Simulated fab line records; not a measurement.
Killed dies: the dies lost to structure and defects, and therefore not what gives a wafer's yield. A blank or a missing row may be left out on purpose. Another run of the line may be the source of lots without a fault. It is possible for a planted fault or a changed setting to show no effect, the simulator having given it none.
Which tool is to blame? / flow nand_harc / Sampling: 13 lots, 39 wafers, 5 of 1302 route steps

WHAT THE GAUGES READ, wafer by wafer
NHARC_P_BONDPAD_THK_MEAS_33: measures by ellipsometry. Usual: thk_nm 200.3 nm, standard deviation 1.5.
lot=L170; measured=day 6 17:56; on=film_metro-01; thk_nm (nm)=200.7 202.4 199.2; flag=
lot=L175; measured=day 8 13:52; on=film_metro-01; thk_nm (nm)=200.9 200.5 202.2; flag=
lot=L171; measured=day 9 01:10; on=film_metro-01; thk_nm (nm)=200.5 200.5 201.1; flag=
lot=L177; measured=day 9 11:32; on=film_metro-02; thk_nm (nm)=200.3 201.1 202.2; flag=
lot=L178; measured=day 9 18:49; on=film_metro-01; thk_nm (nm)=198.3 196.9 201.2; flag=
lot=L180; measured=day 10 17:39; on=film_metro-02; thk_nm (nm)=199.3 200.6 199.0; flag=
lot=L186; measured=day 13 01:40; on=film_metro-02; thk_nm (nm)=198.6 202.5 200.5; flag=
lot=L187; measured=day 13 11:10; on=film_metro-02; thk_nm (nm)=199.5 199.7 197.4; flag=
lot=L188; measured=day 13 20:23; on=film_metro-02; thk_nm (nm)=198.9 200.8 200.1; flag=
lot=L190; measured=day 14 22:33; on=film_metro-01; thk_nm (nm)=197.0 200.1 197.8; flag=
lot=L191; measured=day 15 09:08; on=film_metro-02; thk_nm (nm)=200.7 199.8 200.9; flag=
lot=L192; measured=day 15 15:30; on=film_metro-02; thk_nm (nm)=202.2 198.0 202.1; flag=
lot=L193; measured=day 16 01:02; on=film_metro-01; thk_nm (nm)=201.4 197.1 199.2; flag=

NHARC_END_SORT_01. Usual: defect_limited_yield 91 %, standard deviation 3.2; killed_at_array 55, standard deviation 22; killed_at_other 1.1, standard deviation 1.4; killed_at_periphery 4, standard deviation 3.2; killed_dies 59, standard deviation 22; killed_open 3.3, standard deviation 1.8; killed_short 2.5, standard deviation 1.5.
lot=L177; measured=day 27 14:55; on=prober-02; defect_limited_yield (%)=96 96 97; killed_at_array=21 22 19; killed_at_other=1 0 0; killed_at_periphery=7 4 3; killed_dies=29 26 22; killed_open=3 3 1; killed_short=4 1 3; flag=
lot=L178; measured=day 28 05:46; on=prober-01; defect_limited_yield (%)=92 88 92; killed_at_array=41 72 50; killed_at_other=7 4 2; killed_at_periphery=6 3 1; killed_dies=54 79 53; killed_open=2 6 3; killed_short=2 4 4; flag=
lot=L188; measured=day 31 01:24; on=prober-02; defect_limited_yield (%)=95 96 91; killed_at_array=27 24 47; killed_at_other=0 0 1; killed_at_periphery=4 6 10; killed_dies=31 30 58; killed_open=4 1 5; killed_short=7 2 2; flag=

TOOL THAT RAN EACH LOT (tool first, then ch and the chambers of the sampled wafers, then the start)
lot=L170; NHARC_P_M2_DEP_33=pecvd-03 ch 0,1,2, day 6 16:56; NHARC_P_BONDPAD_ETCH_24=rie_diel-02 ch 0,1,2, day 6 19:16; NHARC_P_BONDPAD_DEGAS_25=pvd_sputter-03, day 6 19:41
lot=L175; NHARC_P_M2_DEP_33=pecvd-04 ch 0,2, day 8 12:47; NHARC_P_BONDPAD_ETCH_24=rie_diel-03 ch 0,2,3, day 8 15:04; NHARC_P_BONDPAD_DEGAS_25=pvd_sputter-03, day 8 15:28
lot=L171; NHARC_P_M2_DEP_33=pecvd-02 ch 0,1,2, day 8 23:58; NHARC_P_BONDPAD_ETCH_24=rie_diel-10 ch 0,1,3, day 9 02:29; NHARC_P_BONDPAD_DEGAS_25=pvd_sputter-02, day 9 02:53
lot=L177; NHARC_P_M2_DEP_33=pecvd-03 ch 1,2, day 9 10:30; NHARC_P_BONDPAD_ETCH_24=rie_diel-03 ch 1,2, day 9 12:51; NHARC_P_BONDPAD_DEGAS_25=pvd_sputter-03, day 9 13:14
lot=L178; NHARC_P_M2_DEP_33=pecvd-04 ch 0,2, day 9 17:46; NHARC_P_BONDPAD_ETCH_24=rie_diel-10 ch 1,2,3, day 9 20:08; NHARC_P_BONDPAD_DEGAS_25=pvd_sputter-03, day 9 20:32
lot=L180; NHARC_P_M2_DEP_33=pecvd-04 ch 0,1, day 10 16:37; NHARC_P_BONDPAD_ETCH_24=rie_diel-10 ch 0,3, day 10 18:58; NHARC_P_BONDPAD_DEGAS_25=pvd_sputter-02, day 10 19:23
lot=L186; NHARC_P_M2_DEP_33=pecvd-04 ch 0,1,2, day 13 00:35; NHARC_P_BONDPAD_ETCH_24=rie_diel-10 ch 1,2, day 13 02:59; NHARC_P_BONDPAD_DEGAS_25=pvd_sputter-01, day 13 03:23
lot=L187; NHARC_P_M2_DEP_33=pecvd-04 ch 1,2, day 13 10:10; NHARC_P_BONDPAD_ETCH_24=rie_diel-02 ch 1,2, day 13 12:59; NHARC_P_BONDPAD_DEGAS_25=pvd_sputter-01, day 13 13:29
lot=L188; NHARC_P_M2_DEP_33=pecvd-02 ch 0,2, day 13 19:19; NHARC_P_BONDPAD_ETCH_24=rie_diel-03 ch 1,2,3, day 13 21:35; NHARC_P_BONDPAD_DEGAS_25=pvd_sputter-03, day 13 22:02
lot=L190; NHARC_P_M2_DEP_33=pecvd-04 ch 1,2, day 14 21:29; NHARC_P_BONDPAD_ETCH_24=rie_diel-03 ch 2,3, day 14 23:52; NHARC_P_BONDPAD_DEGAS_25=pvd_sputter-02, day 15 00:16
lot=L191; NHARC_P_M2_DEP_33=pecvd-04 ch 0,1,2, day 15 08:06; NHARC_P_BONDPAD_ETCH_24=rie_diel-03 ch 1,2,3, day 15 10:29; NHARC_P_BONDPAD_DEGAS_25=pvd_sputter-01, day 15 10:55
lot=L192; NHARC_P_M2_DEP_33=pecvd-02 ch 0,1, day 15 14:26; NHARC_P_BONDPAD_ETCH_24=rie_diel-03 ch 0,1, day 15 16:49; NHARC_P_BONDPAD_DEGAS_25=pvd_sputter-01, day 15 17:13
lot=L193; NHARC_P_M2_DEP_33=pecvd-03 ch 1,2, day 15 23:58; NHARC_P_BONDPAD_ETCH_24=rie_diel-10 ch 0,1,3, day 16 02:13; NHARC_P_BONDPAD_DEGAS_25=pvd_sputter-03, day 16 02:37
- NHARC_P_M2_DEP_33: deposits SiCN, target thk 30 nm.
- NHARC_P_BONDPAD_ETCH_24: etches the open film in CF4/N2, target depth 30 nm, time 72.99 s.
- NHARC_P_BONDPAD_DEGAS_25: time 60 s.

WHAT THE TOOLS THEMSELVES READ (means of the sampled wafers that have a number; where no wafer has one, the mark that the record gives instead)
NHARC_P_M2_DEP_33. Usual: heater_power_w 550 W, standard deviation 68.
lot=L170; tool=pecvd-03; heater_power_w (W)=549; flag=
lot=L175; tool=pecvd-04; heater_power_w (W)=598; flag=
lot=L171; tool=pecvd-02; heater_power_w (W)=559; flag=
lot=L177; tool=pecvd-03; heater_power_w (W)=561; flag=
lot=L178; tool=pecvd-04; heater_power_w (W)=590; flag=
lot=L180; tool=pecvd-04; heater_power_w (W)=470; flag=
lot=L186; tool=pecvd-04; heater_power_w (W)=509; flag=
lot=L187; tool=pecvd-04; heater_power_w (W)=527; flag=
lot=L188; tool=pecvd-02; heater_power_w (W)=579; flag=
lot=L190; tool=pecvd-04; heater_power_w (W)=548; flag=
lot=L191; tool=pecvd-04; heater_power_w (W)=527; flag=
lot=L192; tool=pecvd-02; heater_power_w (W)=631; flag=
lot=L193; tool=pecvd-03; heater_power_w (W)=568; flag=

NHARC_P_BONDPAD_ETCH_24. Usual: drypump_motor_current_A 5.8 A, standard deviation 0.33; oes_product_au 0.998 a.u., standard deviation 0.012; rf_vpp_V 315.8 V, standard deviation 1.6; run_length_s 94.4 s, standard deviation 0.4; showerhead_plenum_p_Torr 2.72 Torr, standard deviation 0.088; throttle_valve_pct 19.794 %, standard deviation 0.0082.
lot=L170; tool=rie_diel-02; drypump_motor_current_A (A)=6.1; oes_product_au (a.u.)=1.007; rf_vpp_V (V)=316.3; run_length_s (s)=94.3; showerhead_plenum_p_Torr (Torr)=2.72; throttle_valve_pct (%)=19.800; flag=
lot=L175; tool=rie_diel-03; drypump_motor_current_A (A)=5.4; oes_product_au (a.u.)=1.002; rf_vpp_V (V)=314.8; run_length_s (s)=94.1; showerhead_plenum_p_Torr (Torr)=2.68; throttle_valve_pct (%)=19.792; flag=
lot=L171; tool=rie_diel-10; drypump_motor_current_A (A)=6.0; oes_product_au (a.u.)=1.002; rf_vpp_V (V)=315.6; run_length_s (s)=94.2; showerhead_plenum_p_Torr (Torr)=2.71; throttle_valve_pct (%)=19.792; flag=
lot=L177; tool=rie_diel-03; drypump_motor_current_A (A)=5.5; oes_product_au (a.u.)=1.005; rf_vpp_V (V)=313.5; run_length_s (s)=94.7; showerhead_plenum_p_Torr (Torr)=2.58; throttle_valve_pct (%)=19.798; flag=
lot=L178; tool=rie_diel-10; drypump_motor_current_A (A)=5.9; oes_product_au (a.u.)=0.991; rf_vpp_V (V)=315.0; run_length_s (s)=94.6; showerhead_plenum_p_Torr (Torr)=2.73; throttle_valve_pct (%)=19.796; flag=
lot=L180; tool=rie_diel-10; drypump_motor_current_A (A)=6.0; oes_product_au (a.u.)=0.991; rf_vpp_V (V)=317.1; run_length_s (s)=94.1; showerhead_plenum_p_Torr (Torr)=2.74; throttle_valve_pct (%)=19.791; flag=
lot=L186; tool=rie_diel-10; drypump_motor_current_A (A)=5.9; oes_product_au (a.u.)=0.991; rf_vpp_V (V)=315.5; run_length_s (s)=82.5; showerhead_plenum_p_Torr (Torr)=2.70; throttle_valve_pct (%)=19.794; flag=OFF
lot=L187; tool=rie_diel-02; drypump_motor_current_A (A)=6.1; oes_product_au (a.u.)=1.005; rf_vpp_V (V)=315.7; run_length_s (s)=94.5; showerhead_plenum_p_Torr (Torr)=2.67; throttle_valve_pct (%)=19.796; flag=
lot=L188; tool=rie_diel-03; drypump_motor_current_A (A)=5.7; oes_product_au (a.u.)=0.995; rf_vpp_V (V)=314.3; run_length_s (s)=94.3; showerhead_plenum_p_Torr (Torr)=2.67; throttle_valve_pct (%)=19.794; flag=
lot=L190; tool=rie_diel-03; drypump_motor_current_A (A)=5.8; oes_product_au (a.u.)=1.010; rf_vpp_V (V)=314.9; run_length_s (s)=94.3; showerhead_plenum_p_Torr (Torr)=2.66; throttle_valve_pct (%)=19.793; flag=
lot=L191; tool=rie_diel-03; drypump_motor_current_A (A)=5.8; oes_product_au (a.u.)=1.005; rf_vpp_V (V)=315.7; run_length_s (s)=94.8; showerhead_plenum_p_Torr (Torr)=2.67; throttle_valve_pct (%)=19.792; flag=
lot=L192; tool=rie_diel-03; drypump_motor_current_A (A)=5.3; oes_product_au (a.u.)=0.999; rf_vpp_V (V)=316.5; run_length_s (s)=94.5; showerhead_plenum_p_Torr (Torr)=2.79; throttle_valve_pct (%)=19.796; flag=
lot=L193; tool=rie_diel-10; drypump_motor_current_A (A)=6.0; oes_product_au (a.u.)=0.988; rf_vpp_V (V)=315.4; run_length_s (s)=94.3; showerhead_plenum_p_Torr (Torr)=2.71; throttle_valve_pct (%)=19.788; flag=

NHARC_P_BONDPAD_DEGAS_25. Usual: heater_power_w 458 W, standard deviation 62.
lot=L170; tool=pvd_sputter-03; heater_power_w (W)=450; flag=
lot=L175; tool=pvd_sputter-03; heater_power_w (W)=450; flag=
lot=L171; tool=pvd_sputter-02; heater_power_w (W)=437; flag=
lot=L177; tool=pvd_sputter-03; heater_power_w (W)=497; flag=
lot=L178; tool=pvd_sputter-03; heater_power_w (W)=430; flag=
lot=L180; tool=pvd_sputter-02; heater_power_w (W)=401; flag=
lot=L186; tool=pvd_sputter-01; heater_power_w (W)=530; flag=
lot=L187; tool=pvd_sputter-01; heater_power_w (W)=462; flag=
lot=L188; tool=pvd_sputter-03; heater_power_w (W)=469; flag=
lot=L190; tool=pvd_sputter-02; heater_power_w (W)=452; flag=
lot=L191; tool=pvd_sputter-01; heater_power_w (W)=497; flag=
lot=L192; tool=pvd_sputter-01; heater_power_w (W)=477; flag=
lot=L193; tool=pvd_sputter-03; heater_power_w (W)=440; flag=

THE ANSWER, worked out from the rows above alone
Rule: lot off if the mean of its wafers having a number is beyond 3 standard deviations from the usual mean. Also off: a lot with no number at a reading for which 4 or more lots have one. The other lots that the step has rows for count as sound. Order of review: gauges by route order, followed by the tools' own readings, for which a lot's mean as printed above is used. The first step at which some lot is off is used, and at that step the reading that is off furthest; a lot without a number counts as furthest.
Off, at NHARC_P_BONDPAD_ETCH_24 on run_length_s: L186.
A tool fits if, at that step or a process step before it, it ran every lot that is off, and no sound lot after the first of them. None of those tried fits.

WHAT THE SIMULATOR HAD INSERTED
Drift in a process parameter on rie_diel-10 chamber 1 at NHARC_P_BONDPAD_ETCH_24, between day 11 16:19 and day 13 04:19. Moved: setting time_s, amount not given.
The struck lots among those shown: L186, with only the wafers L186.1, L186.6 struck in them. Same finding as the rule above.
